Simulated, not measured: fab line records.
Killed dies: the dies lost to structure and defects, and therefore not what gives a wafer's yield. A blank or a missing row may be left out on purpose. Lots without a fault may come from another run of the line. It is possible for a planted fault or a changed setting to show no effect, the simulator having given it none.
fab line records | flow n5-finfet
[record] lots = 4 wafers = 12 last-day = 17
route steps=1938 shown BEOL_M0@743 BEOL_M1@751 BEOL_M4@1111 PASSIVATION@1936
lots that met no fault: from a run of the same line without faults
start-h: start of the lot's first displayed wafer, in hours after the record's first day | wait-h: hours elapsed since this lot's preceding step | " as in the row above | L1.1+2: one row covering several wafers at once | - value missing, or start not given | * or withheld: withheld | < > ~ a bound
route shown NAME@n: names a module that has steps shown in the file, with the first one's number in the route | usual: mean/standard deviation taken from wafers without a fault | same: alike in all rows | chamber/n: place in a boat | sites: readings site by site | _std_site: the standard deviation of these | _edge_site: mean of outer sites minus mean of inner sites | radius-mm: how far each site lies from the wafer's centre | mask NAME#n: copy n | behind: tool/chamber where the wafer was last shaped | hold: why the lot went on hold/how many hours it stayed there/how the hold came to an end | device: the n, p or np transistor that did not switch | end of line: the tests these same wafers got at the end of their route | a step given without rows: its recipe and nothing more | killed: the dies lost at the first sort to structure and to defects; this is not the yield of the wafer | map: dies across one wafer; x = killed, . = not, _ = none there
set.NAME: the setting the step ran with; set.NAME@STEP: the setting that earlier step ran with | model.NAME: the simulator's own value behind a step, which no gauge read
lots at selected steps of the route; one table per step, one row per wafer
services: when a tool's chamber went out of use (start-h, in hours from the record's first day, below 0 if earlier), for how many hours, and the reason
[[steps]]
[step N5_BEOL_M0_CMP_120]
[recipe] stop-on = SiOC t-overpolish-s = 6.9 down-force-psi = 1 platen-rpm = 50 clearing-platen-down-force-psi = 1.5 clearing-platen-rpm = 50 post-cmp-clean = cu-alkaline clearing-platen-pad-velocity-m-s = 0.99484 pad-velocity-m-s = 0.99484
[step N5_BEOL_M0_PRE_CLEAN_131]
[recipe] gas = NH3/H2 time-s = 15 temp-c = * rf-power-w = 300
[step N5_BEOL_M0_CO_CAP_123]
[recipe] material = Co target-thk-a = 20 temp-c = 200 precursor = CCTBA/H2 pressure-torr = 30 time-s = 102.1
[step N5_BEOL_M0_PRE_CLEAN_124]
[recipe] gas = NH3 time-s = 15 temp-c = withheld rf-power-w = 300
[step N5_BEOL_M0_DEP_125]
[recipe] material = SiCN target-thk-a = 80 temp-c = withheld precursor = 3MS/NH3 pressure-torr = 3 rf-w = 202 time-s = 14
[step N5_BEOL_M1_ILD_DEP_00]
[recipe] material = SiOC target-thk-a = 790 temp-c = 350 precursor = DEMS/O2 pressure-torr = 5 rf-w = 500 time-s = 15.3
[step N5_BEOL_M1_PECVD_72]
[recipe] material = SiO2 target-thk-a = 160 temp-c = 400 precursor = TEOS/O2 pressure-torr = 5.5 rf-w = 450 teos-flow-sccm = 53.8 gas = O2 flow-sccm = 3000 time-s = 18
[step N5_BEOL_M1_HM_DEP_02]
[recipe] material = TiN target-thk-a = 200 temp-c = 25 chamber-pressure-pa = 0.49996
[step N5_BEOL_M1_COAT_61]
[recipe] resist = SOC temp-c = 250 time-s = 60 spin-rpm = 1500 resist-thk-nm = 60
[usual] resist-line-temp-C = 23.01/0.11 spin-speed-rpm = 1500.1/0.95
// columns lot.wafer tool chamber start-h wait-h resist-line-temp-C spin-speed-rpm model.SOC_of_BEOL_M1_COAT_61.thk-nm
L492.1 litho-track-03 0 140.57 0.1 23.15 1500.5 59.8
L492.3 " 0 " " 22.91 1499.6 59.8
L492.4 " 0 " " 23.18 1501.6 59.8
L504.1 litho-track-03 0 203.15 0.1 23.09 763.1 83.8
L504.2 " 0 " " 23.11 763.8 83.8
L504.4 " 0 " " 23.19 760.9 83.8
L505.1 litho-track-03 0 211.69 0.1 22.83 762.8 84
L505.3 " 0 " " 22.98 762.5 84
L505.6 " 0 " " 22.98 763.9 84
L513.1 litho-track-01 0 246.66 0.1 23.09 1499.8 60
L513.2 " 0 " " 23.15 1499.6 60
L513.3 " 0 " " 23.20 1499.1 60.4
[step N5_BEOL_M1_COAT_62]
[recipe] resist = SiARC temp-c = 220 time-s = 60 spin-rpm = 1500 resist-thk-nm = 12
[step N5_BEOL_M1_COAT_73]
[recipe] resist = underlayer temp-c = 205 time-s = 60 spin-rpm = 1500 resist-thk-nm = 5
[step N5_BEOL_M1_COAT_05]
[recipe] resist = CAR-EUV spin-rpm = 1500 resist-thk-nm = 30
[step N5_BEOL_M1_EBR_07]
[recipe] solvent = PGMEA ebr-width-mm = 1.5
[step N5_BEOL_M1_SOFTBAKE_06]
[recipe] temp-c = 110 time-s = 60 resist = CAR-EUV
[step N5_BEOL_M1_EXPOSE_08]
[recipe] mask-id = M1 na = 0.33 source-shape = dipole sigma-inner = 0.369 sigma-outer = 0.767 polarization = unpolarized dose-mj = 33
[step N5_BEOL_M1_PEB_09]
[recipe] peb-temp-c = 100 peb-time-s = 60 resist = CAR-EUV
[step N5_BEOL_M1_DEVELOP_10]
[recipe] develop-time-s = 30 developer = TMAH resist = CAR-EUV rinse-liquid = surfactant-rinse dry = air-spin dev-temp-c = 23
[step N5_BEOL_M1_DESCUM_16]
[recipe] chemistry = O2 time-s = 7 source-power-w = 50 bias-power-w = 20 pressure-mtorr = 20 rf-frequency-hz = 2.712e+07 temp-c = 40 resist = CAR-EUV o2-flow-sccm = 225
[step N5_BEOL_M1_ETCH_74]
[recipe] chemistry = N2/H2 target = underlayer target-depth-a = 65 mask-material = CAR-EUV time-s = 5.2 ion-energy-ev = 200 pressure-mtorr = 30 source-w = 840 bias-w = 150 n2-flow-sccm = 200 h2-flow-sccm = 200 ends = cleared
[step N5_BEOL_M1_ETCH_63]
[recipe] chemistry = CF4 target = SiARC target-depth-a = 156 mask-material = CAR-EUV time-s = 26 ion-energy-ev = 80 pressure-mtorr = 40 source-w = 545 bias-w = 36 Ar_flow_sccm = 100 cf4-flow-sccm = 100 ends = cleared
[step N5_BEOL_M1_ETCH_64]
[recipe] chemistry = N2/H2 target = SOC target-depth-a = 750 overetch-a = 150 mask-material = SiARC temp-c = 40 time-s = 112.5 ion-energy-ev = 200 pressure-mtorr = 30 source-w = 840 bias-w = 150 n2-flow-sccm = 200 h2-flow-sccm = 200
[usual] drypump-motor-current-A = 5.8/0.58 oes-product-au = 0.60/0.053 rf-vpp-V = 523.8/2.3 showerhead-plenum-p-Torr = 2.54/0.078 throttle-valve-pct = 17.8/0.32
// columns lot.wafer tool chamber start-h wait-h drypump-motor-current-A oes-product-au rf-hours-counter-h rf-vpp-V showerhead-plenum-p-Torr throttle-valve-pct model.etch.depth-nm
L492.1 rie-diel-04 3 141.16 0.0 6.2 0.58 192 521.8 2.52 17.7 59.88
L492.3 " 0 " " 5.9 0.60 119 518.1 2.37 17.8 59.84
L492.4 " 2 " " 5.2 0.60 136 524.2 2.54 17.5 59.82
L504.1 rie-diel-03 2 203.63 0.0 5.6 0.70 211 522.4 2.50 18.0 83.79
L504.2 " 3 " " 5.8 0.74 102 523.4 2.58 17.7 83.76
L504.4 " 1 " " 6.3 0.67 - 525.0 2.61 17.6 83.81
L505.1 rie-diel-03 2 212.58 0.0 5.6 0.70 214 522.3 2.50 18.0 84.05
L505.3 " 1 " " 6.3 0.67 234 526.1 2.61 17.6 83.96
L505.6 " 2 " " 5.6 0.70 - 523.6 2.50 18.0 84.05
L513.1 rie-diel-03 3 247.25 0.0 5.8 0.60 115 524.0 2.57 17.8 60
L513.2 " 2 " " 5.6 0.57 223 523.4 2.49 18.0 60.01
L513.3 " 1 " " 6.3 0.54 244 525.7 2.61 17.6 60.34
[step N5_BEOL_M1_STRIP_65]
[recipe] chemistry = N2/H2 temp-c = 40 n2-flow-sccm = 200 h2-flow-sccm = 200 rf-frequency-hz = 6e+07
[step N5_BEOL_M1_STRIP_75]
[recipe] chemistry = N2/H2 temp-c = 40 n2-flow-sccm = 200 h2-flow-sccm = 200 rf-frequency-hz = 6e+07
[step N5_BEOL_M1_STRIP_66]
[recipe] chemistry = CF4 resist = SiARC power-w = 300 bias-power-w = 75 pressure-mtorr = 50 cf4-flow-sccm = 150 rf-frequency-hz = 6e+07
[step N5_BEOL_M1_HM_OPEN_17]
[recipe] chemistry = Cl2/BCl3 target-depth-a = 200 overetch-a = 60 target = TiN mask-material = SOC ion-energy-ev = 150 pressure-mtorr = 10 icp-w = 1000 bias-w = 126 Cl2_flow_sccm = 53.25 bcl3-flow-sccm = 21.75 Ar_flow_sccm = 25
[usual] drypump-motor-current-A = 6.1/0.38 mfc-ar-sccm = 25.00/0.073 oes-product-au = 0.62/0.073 throttle-valve-pct = 22.12/0.26
// columns lot.wafer tool chamber start-h wait-h drypump-motor-current-A mfc-ar-sccm oes-product-au rf-hours-counter-h throttle-valve-pct model.SOC_of_BEOL_M1_COAT_61.thk-nm
L492.1 rie-metal-01 1 141.33 0.0 6.3 24.93 0.73 17 21.71 52.2
L492.3 " 0 " " 6.3 25.01 0.58 - 22.22 52.2
L492.4 " 1 " " 6.3 25.11 0.73 - 21.68 52.2
L504.1 rie-metal-01 1 203.80 0.0 6.3 25.07 0.72 22 21.73 76
L504.2 " 0 " " 6.3 25.12 0.57 98 22.22 76
L504.4 " 0 " " 6.3 25.02 0.58 - 22.24 76
L505.1 rie-metal-02 1 212.74 0.0 5.9 24.97 0.72 18 22.16 76
L505.3 " 0 " " 5.9 25.06 0.54 - 22.46 76.2
L505.6 " 0 " " 5.9 25.04 0.54 - 22.47 76.2
L513.1 rie-metal-03 1 247.42 0.0 6.4 24.99 0.61 65 22.42 52.2
L513.2 " 0 " " 5.3 25.03 0.54 116 21.94 52
L513.3 " 0 " " 5.3 25.03 0.55 - 21.94 52.4
[step N5_BEOL_M1_STRIP_19]
[recipe] chemistry = O2 power-w = 400 temp-c = 40 pressure-mtorr = 30 rf-frequency-hz = 6e+07 bias-power-w = 0 overash-fraction = 0.2 o2-flow-sccm = 225
[step N5_BEOL_M4_RC_MEAS_101]
[usual] DIBL_N = 36.5/2 DIBL_P = 36.5/2.3 IOFF_N = 0.16/0.036 IOFF_P = 0.21/0.037 ION_N = 672/12 ION_P = 459/7.1 SS_N = 71.6/0.73 SS_P = 73.4/0.76 VT_N = 250/3.3 VT_P = -250.5/2.9
// columns lot.wafer tool chamber start-h wait-h DIBL_N[mV/V] DIBL_P[mV/V] IOFF_N[nA/um] IOFF_P[nA/um] ION_N[uA/um] ION_P[uA/um] SS_N[mV/dec] SS_P[mV/dec] VT_N[mV] VT_P[mV]
L492.1 prober-02 0 182.83 0.0 35.1 37.7 0.16 0.20 665 452 71.8 73.7 248 -250.1
L492.3 " 0 " " 33.9 36.1 0.14 0.18 664 460 71.1 72.6 253 -250.9
L492.4 " 0 " " 35.2 38.1 0.16 0.21 676 458 71.1 73.9 250 -250.3
L504.1 prober-01 0 257.15 0.0 37.4 36.3 0.18 0.24 684 461 72.3 74.2 246 -249.3
L504.2 " 0 " " 38.4 36.6 0.20 0.25 697 465 72.4 73.6 245 -247.6
L504.4 " 0 " " 38.3 37.6 0.20 0.28 693 470 72.4 74.3 246 -246.7
L505.1 prober-01 0 259.25 0.0 38.0 39.0 0.22 0.24 690 463 72.4 74.0 246 -248.6
L505.3 " 0 " " 35.1 36.7 0.16 0.21 676 462 71.2 73.1 249 -248.9
L505.6 " 0 " " 37.5 37.8 0.18 0.23 654 450 72.8 73.5 251 -250.7
L513.1 prober-01 0 297.09 0.1 36.4 36.7 0.16 0.22 673 460 71.3 73.1 250 -250.8
L513.2 " 0 " " 39.6 40.7 0.24 0.29 696 467 72.8 74.5 242 -244.7
L513.3 " 0 " " 34.6 35.0 0.13 0.18 672 457 71.8 72.6 252 -252.3
[step N5_PASSIVATION_PROBE_49]
[usual] defect-limited-yield = 91.4/1.4 killed_at_M0_to_M3 = 33/11 killed_at_M4_up = 13/5.3 killed-at-contacts = 13/6.1 killed-at-front-end = 40/11 killed-at-other = 2.9/2.7 killed-dies = 102/17 killed-open = 68/13 killed-short = 32/7.5 sort_bin_5_function = 5.1/0.98 sort_bin_6_memory = 3.2/0.69 sort-n-pass = 1077/21 sort-yield-pct = 91.3/1.7
[same] gross-dies = 1180 killed-at-back-side = 0 sort_bin_4_leakage[%] = 0 sort_bin_8_speed[%] = 0
// columns lot.wafer tool chamber start-h wait-h defect-limited-yield[%] killed_at_M0_to_M3 killed_at_M4_up killed-at-contacts killed-at-front-end killed-at-other killed-dies killed-open killed-short sort_bin_5_function[%] sort_bin_6_memory[%] sort-n-pass sort-yield-pct[%]
L504.4 prober-02 - 372.48 0.2 90.7 43 14 4 40 9 110 77 30 6.0 2.9 1070 90.7
// killed by level:class
L504.4 BEOL_M3:geometric-particle:open=15 STI_FIN_REVEAL:geometric-particle:open=10 FIN_SAQP:geometric-particle:open=8 BEOL_M2:geometric-particle:open=8 BEOL_M0_SAQP:geometric-particle:short=7 BEOL_M0_SAQP:geometric-particle:open=6 BEOL_M4:geometric-particle:open=5 STARTING-WAFER:geometric-particle:open=5
[[services]]
// columns tool chamber start-h hours kind
rie-metal-02 - 130.88 1.4 pm
rie-diel-03 3 133.54 12.3 repair
rie-metal-02 - 140.17 10.0 pm
rie-diel-03 2 143.43 10.1 repair
rie-metal-03 1 198.33 4.6 repair
rie-diel-04 1 209.51 16.5 repair
rie-metal-03 0 219.50 2.8 repair
rie-metal-02 0 233.41 - clean
rie-metal-02 0 233.41 18.6 scheduled-down
rie-metal-02 0 233.41 18.6 vent-cycle
rie-diel-03 0 241.10 - clean
rie-diel-03 0 241.10 - consumable-replace:focus-ring
rie-diel-03 0 241.10 13.3 scheduled-down
rie-diel-03 0 241.10 13.3 vent-cycle
[[key]]
[first-sign] step = N5_BEOL_M1_COAT_61 reading = spin-speed-rpm direction = down sigmas = 99+ usual = * struck = *
effect none on later readings
[model-effect] step = N5_BEOL_M1_COAT_61 value = SOC_of_BEOL_M1_COAT_61.thk-nm without = 59.87 struck = 83.9
[model-effect] step = N5_BEOL_M1_ETCH_64 value = etch.depth-nm without = 59.84 struck = 83.9
[model-effect] step = N5_BEOL_M1_HM_OPEN_17 value = SOC_of_BEOL_M1_COAT_61.thk-nm without = 52.03 struck = 76.07
met-at N5_BEOL_M1_COAT_61
struck-wafers L504.1,L504.2,L504.4,L505.1,L505.3,L505.6
onset-between 140.57 203.15
[fault] kind = process-parameter-drift tool = litho-track-03 chamber = - onset-h = 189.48 steps = N5_BEOL_M1_COAT_61 channel = spin-rpm offset = * shape = step end-h = 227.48 acts-in = * stated = *
